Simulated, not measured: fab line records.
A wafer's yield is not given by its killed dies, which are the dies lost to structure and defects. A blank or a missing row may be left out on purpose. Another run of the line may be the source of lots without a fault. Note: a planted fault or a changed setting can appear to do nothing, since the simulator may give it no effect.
Which tool did it? :: flow n5 finfet :: 7 lots with 21 wafers sampled at 5 steps, on a route of 1938 steps

WHAT THE GAUGES SHOWED, per wafer
N5_BEOL_M4_RC_MEAS_101.
lot: L207
measured: day 8 06:26
on: prober-02
DIBL_N (mV/V): 35.5 35.4 37.9

lot: L209
measured: day 9 01:47
on: prober-01
DIBL_N (mV/V): 35.2 35.9 35.2

lot: L211
measured: day 9 03:59
on: prober-02
DIBL_N (mV/V): 34.6 35.2 36.4

lot: L213
measured: day 10 06:21
on: prober-02
DIBL_N (mV/V): 39.1 37.1 38.8

lot: L214
measured: day 10 10:08
on: prober-02
DIBL_N (mV/V): 36.3 36.3 36.1

lot: L222
measured: day 12 19:10
on: prober-01
DIBL_N (mV/V): 33.6 34.9 34.4

lot: L224
measured: day 12 20:18
on: prober-02
DIBL_N (mV/V): 34.0 34.5 34.4

EACH LOT AND THE TOOL THAT RAN IT (in order: tool; ch and the chambers of the sampled wafers; start)
lot: L207
N5_BEOL_M0_STRIP_140: rie diel-01 ch 1,2,3, day 6 09:10
N5_BEOL_M0_CVD_115: cvd co-02 ch 0,2, day 6 10:27
N5_BEOL_M0_SPUTTER_116: pvd sputter-01, day 6 11:58
N5_BEOL_M0_SPUTTER_132: pvd sputter-01, day 6 12:05

lot: L209
N5_BEOL_M0_STRIP_140: rie diel-01 ch 1,2,3, day 7 00:59
N5_BEOL_M0_CVD_115: cvd co-01 ch 0,1, day 7 03:47
N5_BEOL_M0_SPUTTER_116: pvd sputter-03, day 7 03:57
N5_BEOL_M0_SPUTTER_132: pvd sputter-03, day 7 04:04

lot: L211
N5_BEOL_M0_STRIP_140: rie diel-02 ch 0,1,3, day 7 08:25
N5_BEOL_M0_CVD_115: cvd co-01 ch 0,1, day 7 09:22
N5_BEOL_M0_SPUTTER_116: pvd sputter-03, day 7 09:28
N5_BEOL_M0_SPUTTER_132: pvd sputter-03, day 7 09:35

lot: L213
N5_BEOL_M0_STRIP_140: rie diel-03 ch 1,2,3, day 7 23:26
N5_BEOL_M0_CVD_115: cvd co-02 ch 1,2, day 8 01:16
N5_BEOL_M0_SPUTTER_116: pvd sputter-01, day 8 01:26
N5_BEOL_M0_SPUTTER_132: pvd sputter-01, day 8 01:33

lot: L214
N5_BEOL_M0_STRIP_140: rie diel-03 ch 1,2,3, day 8 18:38
N5_BEOL_M0_CVD_115: cvd co-02 ch 1,2, day 8 20:38
N5_BEOL_M0_SPUTTER_116: pvd sputter-01, day 8 20:46
N5_BEOL_M0_SPUTTER_132: pvd sputter-01, day 8 20:53

lot: L222
N5_BEOL_M0_STRIP_140: rie diel-01 ch 0,1,2, day 10 11:34
N5_BEOL_M0_CVD_115: cvd co-01 ch 0,1,2, day 10 12:59
N5_BEOL_M0_SPUTTER_116: pvd sputter-01, day 10 13:06
N5_BEOL_M0_SPUTTER_132: pvd sputter-01, day 10 13:13

lot: L224
N5_BEOL_M0_STRIP_140: rie diel-03 ch 1,3, day 10 21:44
N5_BEOL_M0_CVD_115: cvd co-01 ch 1,2, day 10 23:40
N5_BEOL_M0_SPUTTER_116: pvd sputter-03, day 11 02:51
N5_BEOL_M0_SPUTTER_132: pvd sputter-03, day 11 02:58
- N5_BEOL_M0_STRIP_140: strips in CF4.
- N5_BEOL_M0_CVD_115: deposits Co from CCTBA/H2, time 120 s.
- N5_BEOL_M0_SPUTTER_116: material Cu, target thk 4 nm, time 7.37 s.
- N5_BEOL_M0_SPUTTER_132: material Cu, target thk 4 nm, time 7.37 s.

THE ANSWER, worked out from the rows above alone
Rule: usual is defined by the lots themselves. The widest of any qualifying gaps counts: lots, ordered by their means at a reading, are off when they make up no more than a third of the lots, leave a main group of 4 or more, and stand apart from it by 3 or more times the standard deviation of that group's means. If all means in a main group match to the digits the tables above print for the reading, that group is not used. A lot without any number at a reading at which 4 lots or more have one is off too. Any other lot the step has rows for is counted as sound.
Across all readings shown, no lot is off: no conclusion can be drawn from this.

WHAT THE SIMULATOR PUT IN
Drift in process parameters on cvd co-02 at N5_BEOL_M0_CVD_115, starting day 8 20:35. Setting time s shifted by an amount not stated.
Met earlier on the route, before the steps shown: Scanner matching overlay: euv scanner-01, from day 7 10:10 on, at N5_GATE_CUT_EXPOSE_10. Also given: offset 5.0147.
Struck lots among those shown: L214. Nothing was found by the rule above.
